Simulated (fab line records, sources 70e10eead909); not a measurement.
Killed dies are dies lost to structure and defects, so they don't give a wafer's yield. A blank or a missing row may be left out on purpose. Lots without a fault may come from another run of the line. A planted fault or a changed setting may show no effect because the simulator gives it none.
fab line records | flow nand_harc
record lots=24 wafers=72 last_day=25
route steps=1159 shown A_SGD_CUT@765 A_WL_FILL@816 A_CONTACT@856
lots that met no fault: from a run of the same line without faults
start_h: hours from the record's first day to the start of the lot's first wafer shown | wait_h: hours since the lot's step before | " the same as in the row above | L1.1+2: a row that stands for several wafers | - no value, or no start given | * or withheld: withheld | < > ~ a bound
route shown NAME@n: a module of which the file shows steps, and the number in the route of the first | usual: mean/standard deviation of fault-free wafers | same: alike in all rows | chamber/n: place in a boat | sites: the reading at each site | _std_site: their standard deviation | _edge_site: outer sites' mean less inner sites' | radius_mm: how far each site lies from the wafer's centre | mask NAME#n: copy n | behind: the tool/chamber that last shaped the wafer | hold: why the lot was held/for how many hours/how that ended | device: the transistor (n, p or np) that didn't switch | end of line: the same wafers' tests at the end of the route | a step without rows: its recipe alone | killed: dies lost to structure and defects at the first sort, not the wafer's yield | map: a wafer's dies, x killed, . not, _ none there
set.NAME: the setting as run; set.NAME@STEP: as run at that earlier step | model.NAME: the simulator's own value behind a step, which no gauge read
steps of the route over a sample of lots; a table a step, a row a wafer
services: from which hour (start_h, from the record's first day; less than 0 if before it) a tool's chamber was out of use, for how many hours, and why
## steps
# step NHARC_A_SGD_CUT_ETCH_16
# recipe target_depth_a=3105 time_s=155.2 c4f8_flow_sccm=withheld o2_flow_sccm=8 ar_flow_sccm=withheld rf_w=600 bias_w=800 chemistry=C4F8/O2/Ar
# usual oes_product_au=0.975/0.013 rf_vpp_V=724/5.3
# columns lot.wafer tool chamber start_h wait_h oes_product_au rf_hours_counter_h rf_vpp_V
L075.1 rie_diel-13 2 - - 0.974 1 730
L075.3 " 3 " " 0.974 1 731
L075.6 " 1 " " 1.004 - 719
L074.4 rie_diel-12 0 - - 0.980 10 719
L074.1 " 2 " " 0.974 9 724
L074.5 " 0 " " 0.975 - 720
L077.4 rie_diel-08 0 - - 0.965 1 723
L077.2 " 3 " " 0.986 1 720
L077.5 " 1 " " 0.958 - 727
L076.2 rie_diel-13 3 - - 0.982 3 731
L076.6 " 3 " " 0.989 - 729
L076.4 " 1 " " 0.994 - 720
L078.3 rie_diel-12 0 - - 0.970 13 719
L078.1 " 1 " " 0.956 11 719
L078.4 " 2 " " 0.943 12 725
L080.2 rie_diel-12 1 - - 0.982 13 718
L080.5 " 0 " " 0.990 - 720
L080.6 " 1 " " 0.971 - 718
L079.2 rie_diel-13 1 - - 0.985 3 720
L079.3 " 2 " " 0.962 5 728
L079.6 " 0 " " 0.993 - 717
L081.4 rie_diel-13 1 - - 0.985 5 718
L081.1 " 2 " " 0.980 5 729
L081.6 " 3 " " 0.972 - 732
L082.2 rie_diel-12 1 - - 0.980 15 720
L082.3 " 2 " " 0.961 15 725
L082.5 " 0 " " 0.979 - 720
L083.2 rie_diel-08 1 - - 0.973 6 726
L083.3 " 2 " " 0.994 5 728
L083.1 " 3 " " 0.987 5 719
L084.1 rie_diel-12 0 - - 0.973 17 721
L084.2 " 1 " " 0.977 15 719
L084.6 " 3 " " 0.977 - 730
L085.3 rie_diel-13 2 - - 0.965 6 731
L085.1 " 1 " " 0.984 6 720
L085.6 " 3 " " 0.976 - 730
L088.1 rie_diel-12 3 - - 0.966 0 730
L088.3 " 2 " " 0.978 0 724
L088.6 " 3 " " 0.975 - 730
L086.1 rie_diel-13 0 - - 0.975 5 716
L086.4 " 1 " " 0.974 7 720
L086.6 " 3 " " 0.972 - 730
L087.3 rie_diel-13 3 - - 0.980 8 729
L087.4 " 0 " " 0.975 6 718
L087.5 " 3 " " 0.977 - 729
L089.3 rie_diel-13 0 - - 0.992 6 716
L089.6 " 2 " " 0.956 - 729
L089.5 " 3 " " 0.988 - 730
L090.1 rie_diel-08 0 - - 0.945 10 722
L090.3 " 3 " " 0.965 10 719
L090.6 " 0 " " 0.953 - 723
L092.3 rie_diel-13 2 - - 0.957 9 729
L092.1 " 3 " " 0.969 9 731
L092.6 " 3 " " 0.972 - 728
L091.3 rie_diel-13 1 - - 0.977 9 719
L091.1 " 3 " " 0.971 10 729
L091.4 " 0 " " 0.991 8 716
L093.4 rie_diel-12 1 - - 0.996 5 719
L093.2 " 3 " " 0.990 4 730
L093.5 " 1 " " 0.988 - 720
L094.1 rie_diel-13 2 - - 0.947 11 730
L094.3 " 0 " " 0.981 9 716
L094.5 " 1 " " 0.978 - 720
L095.3 rie_diel-13 0 - - 0.978 9 717
L095.2 " 1 " " 0.980 11 717
L095.1 " 3 " " 0.973 11 730
L096.1 rie_diel-08 3 - - 0.988 13 718
L096.6 " 0 " " 0.966 - 722
L096.5 " 2 " " 0.970 - 730
L097.3 rie_diel-13 3 - - 0.992 0 731
L097.2 " 0 " " 1.013 0 717
L097.5 " 1 " " 0.995 - 719
# step NHARC_A_WL_FILL_STRIP_27
# recipe power_w=1500 temp_c=250 time_s=20 chemistry=N2/H2
# usual drypump_motor_current_A=5.9/0.41 heater_power_w=302/16 temp_c=250.04/0.16
# columns lot.wafer tool chamber start_h wait_h drypump_motor_current_A heater_power_w rf_hours_counter_h temp_c
L075.1 plasma_asher-02 1 338.34 0.1 5.8 286 40 250.01
L075.3 " 1 " " 5.8 288 - 250.10
L075.6 " 0 " " 6.4 330 - 250.21
L074.1 plasma_asher-01 0 338.49 0.1 6.1 297 19 250.38
L074.4 " 1 " " 5.3 305 - 250.01
L074.5 " 1 " " 5.3 318 - 249.89
L078.1 plasma_asher-02 0 348.69 0.5 6.4 328 43 249.98
L078.3 " 0 " " 6.4 319 - 250.25
L078.4 " 1 " " 5.8 280 - 250.07
L077.2 plasma_asher-02 0 349.12 0.8 6.4 334 43 250.13
L077.4 " 1 " " 5.8 283 - 250.39
L077.5 " 1 " " 5.8 281 - 250.34
L076.2 plasma_asher-02 0 351.10 0.1 6.4 328 44 250.00
L076.4 " 1 " " 5.9 279 - 250.20
L076.6 " 0 " " 6.5 330 - 249.88
L079.2 plasma_asher-02 0 372.52 0.1 6.4 313 1 250.20
L079.3 " 0 " " 6.4 321 - 250.01
L079.6 " 1 " " 5.8 281 - 250.01
L080.2 plasma_asher-02 1 375.74 0.1 5.8 280 2 250.20
L080.6 " 0 " " 6.4 329 - 249.91
L080.5 " 1 " " 5.8 273 - 250.12
L081.1 plasma_asher-02 1 387.35 0.8 5.8 279 6 250.08
L081.4 " 1 " " 5.8 282 - 250.28
L081.6 " 0 " " 6.4 322 - 249.85
L082.2 plasma_asher-01 0 389.75 0.2 6.1 298 40 250.13
L082.3 " 0 " " 6.1 298 - 249.93
L082.5 " 0 " " 6.1 294 - 249.82
L085.1 plasma_asher-01 1 399.18 0.1 5.3 307 42 250.14
L085.3 " 1 " " 5.3 317 - 249.72
L085.6 " 0 " " 6.1 291 - 250.41
L084.1 plasma_asher-01 1 400.93 0.2 5.3 307 43 249.78
L084.2 " 0 " " 6.1 296 43 250.12
L084.6 " 1 " " 5.3 319 - 250.19
L083.1 plasma_asher-01 0 404.27 0.1 6.1 300 45 250.20
L083.2 " 1 " " 5.3 309 45 250.08
L083.3 " 0 " " 6.1 297 - 250.25
L088.1 plasma_asher-01 1 416.29 0.1 5.3 312 48 250.23
L088.3 " 0 " " 6.1 297 - 250.07
L088.6 " 1 " " 5.3 317 - 249.82
L087.3 plasma_asher-01 1 416.51 0.1 5.3 308 - 250.12
L087.4 " 0 " " 6.1 304 - 249.97
L087.5 " 0 " " 6.1 294 - 250.05
L086.1 plasma_asher-02 0 419.16 0.1 6.4 320 16 250.01
L086.4 " 1 " " 5.8 279 - 249.92
L086.6 " 1 " " 5.8 280 - 250.04
L089.3 plasma_asher-02 1 430.30 0.1 5.8 280 - 250.02
L089.5 " 1 " " 5.8 275 - 249.91
L089.6 " 0 " " 6.4 320 - 249.99
L090.1 plasma_asher-01 0 436.56 0.1 6.2 296 56 250.10
L090.3 " 0 " " 6.2 303 - 250.02
L090.6 " 0 " " 6.1 290 - 250.23
L091.1 plasma_asher-01 0 445.28 0.1 6.1 294 58 249.86
L091.3 " 1 " " 5.3 315 - 250.12
L091.4 " 0 " " 6.2 290 - 249.99
L092.1 plasma_asher-01 0 446.03 0.2 6.1 294 58 250.20
L092.3 " 0 " " 6.2 302 - 250.00
L092.6 " 1 " " 5.3 319 - 249.98
L093.2 plasma_asher-02 1 454.07 0.1 5.8 292 27 250.15
L093.4 " 0 " " 6.4 319 - 250.19
L093.5 " 1 " " 5.9 281 - 249.90
L094.1 plasma_asher-01 1 462.35 0.4 5.3 305 0 250.06
L094.3 " 0 " " 6.1 285 - 249.98
L094.5 " 0 " " 6.1 284 - 250.17
L095.1 plasma_asher-01 1 471.08 0.2 5.3 297 3 250.17
L095.2 " 0 " " 6.1 287 3 249.95
L095.3 " 0 " " 6.1 292 - 249.94
L096.1 plasma_asher-01 1 471.47 0.1 5.3 308 3 250.02
L096.6 " 0 " " 6.1 283 - 250.08
L096.5 " 1 " " 5.3 305 - 250.23
L097.2 plasma_asher-01 1 496.35 0.1 5.3 303 10 250.09
L097.3 " 1 " " 5.3 306 - 250.15
L097.5 " 1 " " 5.3 298 - 250.07
# step NHARC_A_WL_FILL_ALD_10
# recipe target_thk_a=500 pulse_time_s=10 ald_cycles=500 temp_c=300 material=SiO2
# usual heater_power_w=456/30 precursor_pulse_height_rel=1.001/0.019
# columns lot.wafer tool chamber start_h wait_h heater_power_w precursor_pulse_height_rel
L074.1 ald_hk-01 0 344.24 0.7 482 0.984
L074.4 " 1 " " 468 1.015
L074.5 " 3 345.80 2.3 456 1.012
L075.3 ald_hk-03 2 344.89 1.4 454 1.019
L075.1 " 3 " " 481 1.020
L075.6 " 1 346.42 2.9 412 1.008
L077.4 ald_hk-03 0 354.20 0.0 428 0.988
L077.2 " 2 355.23 1.1 452 1.021
L077.5 " 1 356.77 2.6 411 0.975
L076.4 ald_hk-01 3 354.55 0.4 449 0.985
L076.2 " 0 " " 461 1.007
L076.6 " 0 357.10 2.9 473 1.029
L078.4 ald_hk-02 2 355.45 1.3 468 0.981
L078.1 " 3 " " 415 0.986
L078.3 " 0 " " 413 1.006
L079.2 ald_hk-01 3 380.81 0.6 447 1.024
L079.3 " 0 " " 467 1.002
L079.6 " 2 382.35 2.1 524 1.007
L080.2 ald_hk-03 0 382.03 1.8 443 0.968
L080.6 " 2 383.06 2.8 460 1.023
L080.5 " 3 " " 471 0.984
L081.1 ald_hk-03 0 392.59 0.1 432 0.969
L081.4 " 2 393.64 1.1 456 0.983
L081.6 " 1 395.23 2.7 409 0.986
L082.3 ald_hk-02 0 392.68 0.1 418 0.999
L082.2 " 2 393.71 1.2 451 0.987
L082.5 " 0 394.73 2.2 423 1.022
L084.2 ald_hk-03 1 404.69 0.1 417 1.016
L084.1 " 0 406.25 1.6 444 0.996
L084.6 " 2 407.29 2.6 442 0.997
L085.3 ald_hk-01 1 405.20 0.6 455 0.991
L085.1 " 2 " " 521 1.042
L085.6 " 1 407.25 2.6 466 1.022
L083.2 ald_hk-03 2 416.49 2.9 465 0.998
L083.3 " 3 " " 483 0.996
L083.1 " 0 " " 432 1.010
L087.4 ald_hk-03 3 422.57 0.0 479 0.995
L087.3 " 1 423.59 1.1 413 0.996
L087.5 " 0 425.12 2.6 448 1.006
L088.3 ald_hk-02 2 423.61 1.1 449 0.970
L088.1 " 3 " " 431 0.979
L088.6 " 0 " " 420 1.003
L086.1 ald_hk-01 3 425.02 2.5 488 1.000
L086.4 " 2 426.59 4.0 523 1.022
L086.6 " 0 427.64 5.1 492 0.996
L089.3 ald_hk-02 3 436.30 0.6 426 1.020
L089.6 " 2 437.84 2.1 456 0.981
L089.5 " 3 " " 428 0.955
L090.1 ald_hk-02 3 442.27 0.6 424 0.999
L090.3 " 1 443.27 1.6 447 0.999
L090.6 " 2 " " 460 1.006
L091.1 ald_hk-01 0 452.24 0.1 489 0.964
L091.4 " 2 453.26 1.1 530 0.997
L091.3 " 3 " " 474 1.046
L092.3 ald_hk-02 0 453.29 1.1 418 1.003
L092.1 " 1 " " 459 1.012
L092.6 " 3 454.83 2.6 433 1.007
L093.2 ald_hk-01 1 459.28 0.1 456 1.034
L093.4 " 0 460.84 1.6 476 0.984
L093.5 " 2 461.87 2.6 535 1.003
L094.1 ald_hk-03 2 469.07 0.7 468 1.008
L094.3 " 1 470.60 2.2 417 1.006
L094.5 " 3 471.63 3.2 489 1.004
L096.1 ald_hk-03 3 477.88 1.6 489 0.946
L096.5 " 0 " " 455 1.007
L096.6 " 1 " " 418 0.983
L095.3 ald_hk-03 1 479.43 3.2 419 1.000
L095.2 " 3 480.46 4.2 502 0.998
L095.1 " 0 " " 449 1.024
L097.2 ald_hk-01 1 501.28 0.1 461 0.988
L097.3 " 3 502.31 1.1 479 1.013
L097.5 " 2 503.86 2.7 529 0.991
# step NHARC_A_WL_FILL_STRIP_29
# recipe time_s=20 o2_flow_sccm=500 ar_flow_sccm=0 bias_w=0 chemistry=O2
# usual drypump_motor_current_A=5.6/0.31 oes_product_au=1.000/0.011 rf_vpp_V=57.8/0.9 showerhead_plenum_p_Torr=3.57/0.11 throttle_valve_pct=17.037/0.0091
# columns lot.wafer tool chamber start_h wait_h drypump_motor_current_A oes_product_au rf_hours_counter_h rf_vpp_V showerhead_plenum_p_Torr throttle_valve_pct
L074.1 rie_diel-03 0 348.53 0.1 5.9 0.986 6.7 57.5 3.43 17.045
L074.4 " 1 " " 5.9 0.986 7.3 57.9 3.74 17.034
L074.5 " 0 " " 5.9 0.987 - 57.6 3.43 17.054
L075.1 rie_diel-03 2 348.57 0.1 5.4 0.981 7.8 57.6 3.67 17.038
L075.3 " 0 " " 6.0 0.980 6.7 56.8 3.43 17.037
L075.6 " 3 " " 5.4 0.986 - 58.4 3.69 17.022
L077.2 rie_diel-05 0 358.92 0.1 5.9 1.004 0.4 60.1 3.76 17.041
L077.4 " 2 " " 5.3 1.013 0.3 57.9 3.47 17.047
L077.5 " 0 " " 5.9 1.011 - 58.7 3.76 17.031
L076.2 rie_diel-03 2 359.27 0.1 5.3 0.991 8.6 57.6 3.67 17.037
L076.4 " 1 " " 5.9 0.996 8.1 58.4 3.74 17.042
L076.6 " 2 " " 5.4 0.999 - 58.6 3.67 17.032
L078.4 rie_diel-11 0 359.67 0.1 5.8 0.970 4.7 57.8 3.45 17.034
L078.3 " 1 " " 5.2 0.990 4.4 56.4 3.53 17.036
L078.1 " 3 " " 5.2 0.975 4.5 57.9 3.58 17.040
L079.3 rie_diel-11 2 385.04 0.1 5.5 1.015 0.3 57.0 3.67 17.035
L079.2 " 3 " " 5.2 0.991 0.3 56.6 3.58 17.029
L079.6 " 2 " " 5.5 1.019 - 57.9 3.67 17.030
L080.2 rie_diel-11 3 385.73 0.1 5.2 0.982 0.3 58.3 3.58 17.049
L080.6 " 3 " " 5.2 0.990 - 58.5 3.58 17.054
L080.5 " 0 " " 5.8 0.999 - 57.9 3.45 17.035
L081.1 rie_diel-05 2 397.40 0.1 5.3 1.017 1.4 56.7 3.46 17.052
L081.4 " 3 " " 5.8 0.998 1.6 57.6 3.45 17.035
L081.6 " 3 " " 5.8 0.991 - 58.9 3.45 17.029
L082.2 rie_diel-11 3 397.42 0.1 5.2 0.989 0.6 58.1 3.58 17.053
L082.3 " 0 " " 5.9 0.987 0.6 57.8 3.45 17.061
L082.5 " 1 " " 5.3 1.001 - 58.4 3.53 17.031
L085.1 rie_diel-05 2 409.43 0.1 5.3 1.011 1.6 56.1 3.46 17.038
L085.3 " 3 " " 5.8 0.995 1.8 58.4 3.45 17.034
L085.6 " 1 " " 6.1 1.013 - 58.6 3.55 17.036
L084.1 rie_diel-11 2 409.45 0.1 5.5 1.017 0.8 58.5 3.67 17.025
L084.2 " 1 " " 5.3 0.994 0.8 57.7 3.53 17.027
L084.6 " 2 " " 5.5 1.020 - 57.2 3.67 17.032
L083.1 rie_diel-03 2 420.67 0.1 5.4 0.991 1.2 57.3 3.67 17.030
L083.2 " 3 " " 5.5 0.986 1.4 58.8 3.69 17.057
L083.3 " 1 " " 6.0 0.989 1.0 58.4 3.74 17.028
L087.3 rie_diel-05 2 427.30 0.1 5.3 1.013 2.3 58.5 3.46 17.032
L087.5 " 3 " " 5.8 1.000 - 56.2 3.45 17.021
L087.4 " 1 " " 6.2 1.002 - 59.4 3.55 17.044
L088.1 rie_diel-11 3 427.33 0.1 5.2 0.992 1.3 57.6 3.58 17.025
L088.3 " 2 " " 5.5 1.025 1.3 57.5 3.67 17.041
L088.6 " 3 " " 5.2 0.990 - 57.4 3.58 17.053
L086.1 rie_diel-05 2 429.82 0.1 5.3 1.011 2.3 57.6 3.46 17.032
L086.4 " 3 " " 5.8 0.997 2.8 58.0 3.45 17.043
L086.6 " 0 " " 5.8 1.001 - 60.0 3.75 17.050
L089.3 rie_diel-05 2 440.52 0.1 5.3 1.008 2.9 58.6 3.46 17.046
L089.5 " 1 " " 6.1 1.013 - 58.7 3.55 17.036
L089.6 " 2 " " 5.3 0.999 - 56.3 3.46 17.030
L090.3 rie_diel-05 0 446.43 0.1 5.8 1.000 3.4 58.6 3.75 17.047
L090.1 " 1 " " 6.2 1.005 3.2 58.2 3.55 17.034
L090.6 " 2 " " 5.3 1.012 - 57.4 3.46 17.039
L091.4 rie_diel-11 1 456.97 0.1 5.2 1.003 1.8 57.3 3.53 17.035
L091.1 " 3 " " 5.2 0.993 1.9 57.1 3.58 17.035
L091.3 " 0 " " 5.8 0.996 1.8 58.5 3.45 17.032
L092.3 rie_diel-03 1 457.01 0.1 5.9 0.994 4.1 57.2 3.74 17.037
L092.1 " 2 " " 5.4 0.986 4.4 57.1 3.67 17.028
L092.6 " 3 " " 5.5 0.993 - 58.8 3.69 17.034
L093.4 rie_diel-05 2 464.03 0.1 5.3 1.015 3.6 58.7 3.46 17.049
L093.2 " 1 " " 6.1 1.013 3.9 58.3 3.55 17.041
L093.5 " 3 " " 5.8 0.989 - 57.1 3.45 17.042
L094.3 rie_diel-05 2 473.78 0.1 5.3 1.010 4.0 57.3 3.46 17.032
L094.1 " 0 " " 5.9 0.991 4.5 59.0 3.75 17.033
L094.5 " 3 " " 5.8 0.997 - 56.5 3.45 17.046
L096.1 rie_diel-05 3 481.07 0.1 5.8 1.009 4.5 57.9 3.45 17.051
L096.5 " 2 " " 5.3 1.019 - 58.6 3.46 17.054
L096.6 " 3 " " 5.8 1.008 - 59.1 3.45 17.036
L095.1 rie_diel-03 0 484.17 0.1 5.9 0.994 3.5 57.7 3.43 17.027
L095.3 " 1 " " 6.0 0.996 5.3 57.1 3.74 17.032
L095.2 " 3 " " 5.5 1.003 5.8 57.6 3.69 17.036
L097.3 rie_diel-11 1 506.04 0.1 5.3 1.008 3.3 56.2 3.53 17.041
L097.2 " 3 " " 5.2 0.986 3.5 57.0 3.57 17.041
L097.5 " 3 " " 5.2 0.977 - 56.3 3.57 17.041
# step NHARC_A_WL_FILL_ETCHBACK_17
# recipe target_depth_a=40 time_s=26.7 chemistry=Cl2/BCl3
# usual drypump_motor_current_A=5.61/0.3 oes_product_au=1.001/0.0088
# columns lot.wafer tool chamber start_h wait_h drypump_motor_current_A oes_product_au rf_hours_counter_h
L074.1 rie_metal-03 1 348.61 - 6.23 0.995 2.1
L074.4 " 1 " " 6.24 0.981 -
L074.5 " 1 " " 6.26 0.987 -
L075.1 rie_metal-02 1 348.65 - 5.58 0.980 3.9
L075.3 " 0 " " 5.30 1.010 -
L075.6 " 1 " " 5.61 0.986 -
L077.2 rie_metal-03 1 359.01 - 6.28 1.004 2.4
L077.4 " 0 " " 6.07 0.995 -
L077.5 " 0 " " 6.06 1.002 -
L076.2 rie_metal-01 1 359.37 - 5.34 1.001 0.7
L076.4 " 1 " " 5.38 1.005 -
L076.6 " 1 " " 5.36 1.001 -
L078.1 rie_metal-03 0 359.77 - 6.06 0.995 2.5
L078.4 " 1 " " 6.26 0.993 -
L078.3 " 0 " " 6.07 0.995 -
L079.2 rie_metal-01 0 385.13 - 5.74 0.984 1.2
L079.3 " 0 " " 5.75 0.995 -
L079.6 " 1 " " 5.38 1.010 -
L080.2 rie_metal-02 1 385.84 - 5.59 0.990 4.8
L080.6 " 0 " " 5.30 1.018 -
L080.5 " 1 " " 5.62 0.996 -
L081.1 rie_metal-02 0 397.51 - 5.29 1.012 0
L081.4 " 1 " " 5.57 1.012 -
L081.6 " 1 " " 5.59 1.005 -
L082.2 rie_metal-03 0 397.52 - 6.05 0.993 3.2
L082.3 " 1 " " 6.25 0.994 -
L082.5 " 0 " " 6.06 0.994 -
L085.1 rie_metal-01 1 409.53 - 5.35 1.001 2.0
L085.3 " 1 " " 5.37 0.995 -
L085.6 " 1 " " 5.36 0.990 -
L084.2 rie_metal-02 0 409.53 - 5.30 1.001 0.5
L084.1 " 1 " " 5.60 1.010 0.5
L084.6 " 0 " " 5.29 1.004 -
L083.1 rie_metal-01 1 420.75 - 5.37 1.006 2.3
L083.2 " 0 " " 5.74 1.000 2.3
L083.3 " 1 " " 5.36 1.002 -
L087.4 rie_metal-01 1 427.43 - 5.38 0.996 -
L087.3 " 0 " " 5.75 0.991 -
L087.5 " 1 " " 5.36 0.994 -
L088.1 rie_metal-02 0 427.44 - 5.29 0.995 1.0
L088.3 " 0 " " 5.29 1.020 -
L088.6 " 0 " " 5.27 1.007 -
L086.1 rie_metal-01 1 429.90 - 5.37 1.007 2.4
L086.4 " 0 " " 5.75 1.006 -
L086.6 " 0 " " 5.75 1.003 -
L089.3 rie_metal-02 0 440.68 - 5.29 1.000 -
L089.5 " 1 " " 5.58 1.001 -
L089.6 " 0 " " 5.31 1.000 -
L090.1 rie_metal-02 0 446.52 - 5.28 0.996 1.6
L090.3 " 1 " " 5.60 1.008 -
L090.6 " 1 " " 5.61 1.010 -
L091.1 rie_metal-02 0 457.07 - 5.30 1.008 1.6
L091.4 " 0 " " 5.30 1.003 -
L091.3 " 1 " " 5.59 1.018 -
L092.1 rie_metal-01 0 457.12 - 5.77 0.997 3.4
L092.3 " 0 " " 5.76 0.998 -
L092.6 " 1 " " 5.37 0.997 -
L093.2 rie_metal-02 1 464.14 - 5.59 1.008 1.7
L093.4 " 1 " " 5.60 1.017 -
L093.5 " 0 " " 5.30 1.010 -
L094.1 rie_metal-01 0 473.89 - 5.76 0.985 3.9
L094.3 " 0 " " 5.74 0.998 -
L094.5 " 0 " " 5.77 0.996 -
L096.1 rie_metal-02 1 481.16 - 5.61 1.018 2.0
L096.5 " 1 " " 5.61 1.005 -
L096.6 " 0 " " 5.30 1.004 -
L095.2 rie_metal-02 1 484.26 - 5.57 1.012 2.0
L095.1 " 0 " " 5.30 1.004 2.5
L095.3 " 0 " " 5.30 0.995 -
L097.2 rie_metal-01 0 506.15 - 5.74 0.987 5.0
L097.3 " 0 " " 5.75 0.996 -
L097.5 " 0 " " 5.75 0.990 -
# step NHARC_A_CONTACT_INSPECT_44
# usual raw_defect_count=26/11
# columns lot.wafer tool chamber start_h wait_h raw_defect_count
L074.1 defect_inspect-02 - 369.00 3.6 18
L074.4 " - " " 13
L074.5 " - " " 18
L075.1 defect_inspect-02 - 369.01 3.3 24
L075.3 " - " " 22
L075.6 " - " " 24
L077.2 defect_inspect-01 - 373.74 0.0 20
L077.4 " - " " 16
L077.5 " - " " 27
L076.2 defect_inspect-01 - 373.88 0.0 23
L076.4 " - " " 22
L076.6 " - " " 15
L078.1 defect_inspect-02 - 378.26 0.0 23
L078.3 " - " " 17
L078.4 " - " " 17
L080.2 defect_inspect-01 - 400.26 0.0 13
L080.5 " - " " 17
L080.6 " - " " 23
L079.2 defect_inspect-02 - 402.63 0.0 22
L079.3 " - " " 16
L079.6 " - " " 18
L081.1 defect_inspect-02 - 412.23 0.0 29
L081.4 " - " " 33
L081.6 " - " " 18
L082.2 defect_inspect-02 - 412.98 0.0 18
L082.3 " - " " 27
L082.5 " - " " 22
L085.1 defect_inspect-01 - 427.47 0.0 38
L085.3 " - " " 24
L085.6 " - " " 19
L084.1 defect_inspect-02 - 429.20 0.0 35
L084.2 " - " " 22
L084.6 " - " " 20
L083.1 defect_inspect-02 - 435.94 0.0 27
L083.2 " - " " 22
L083.3 " - " " 28
L087.3 defect_inspect-02 - 442.53 0.0 36
L087.4 " - " " 46
L087.5 " - " " 40
L088.1 defect_inspect-02 - 445.77 0.0 40
L088.3 " - " " 37
L088.6 " - " " 45
L086.1 defect_inspect-01 - 447.36 0.0 19
L086.4 " - " " 27
L086.6 " - " " 21
L089.3 defect_inspect-02 - 457.08 0.0 6
L089.5 " - " " 7
L089.6 " - " " 11
L090.1 defect_inspect-01 - 461.40 0.0 34
L090.3 " - " " 27
L090.6 " - " " 24
L092.1 defect_inspect-01 - 474.04 0.0 33
L092.3 " - " " 33
L092.6 " - " " 20
L091.1 defect_inspect-02 - 474.67 0.0 23
L091.3 " - " " 30
L091.4 " - " " 30
L093.2 defect_inspect-01 - 480.37 0.0 48
L093.4 " - " " 48
L093.5 " - " " 45
L094.1 defect_inspect-01 - 491.33 0.0 17
L094.3 " - " " 14
L094.5 " - " " 14
L096.1 defect_inspect-01 - 497.39 0.0 18
L096.5 " - " " 17
L096.6 " - " " 14
L095.1 defect_inspect-02 - 503.73 0.0 40
L095.2 " - " " 23
L095.3 " - " " 31
L097.2 defect_inspect-02 - 524.82 0.0 44
L097.3 " - " " 44
L097.5 " - " " 55
## services
# columns tool chamber start_h hours kind
plasma_asher-01 - 276.00 9.0 pm
rie_diel-13 - 276.00 9.0 pm
rie_diel-05 1 294.77 9.0 repair
rie_metal-02 - 310.88 0.9 repair
rie_diel-13 1 312.36 8.3 repair
rie_diel-13 0 315.33 10.7 repair
rie_diel-13 3 333.05 4.0 repair
rie_diel-05 - 340.60 9.0 pm
plasma_asher-02 - 360.31 9.0 pm
rie_metal-02 - 388.00 9.0 pm
ald_hk-03 - 400.99 0.8 repair
rie_diel-05 3 402.25 2.3 repair
rie_diel-13 0 409.66 5.0 repair
rie_diel-13 - 413.14 0.2 repair
rie_diel-05 2 418.26 1.5 repair
rie_diel-05 0 425.96 2.0 repair
ald_hk-03 - 432.66 0.6 repair
rie_diel-05 3 440.48 4.9 repair
plasma_asher-02 - 449.39 2.4 repair
plasma_asher-01 - 453.00 9.0 pm
rie_diel-13 - 453.00 9.0 pm
rie_metal-02 1 457.24 5.4 repair
ald_hk-03 - 464.24 0.6 repair
rie_diel-05 0 486.61 14.8 repair
## key
fault none
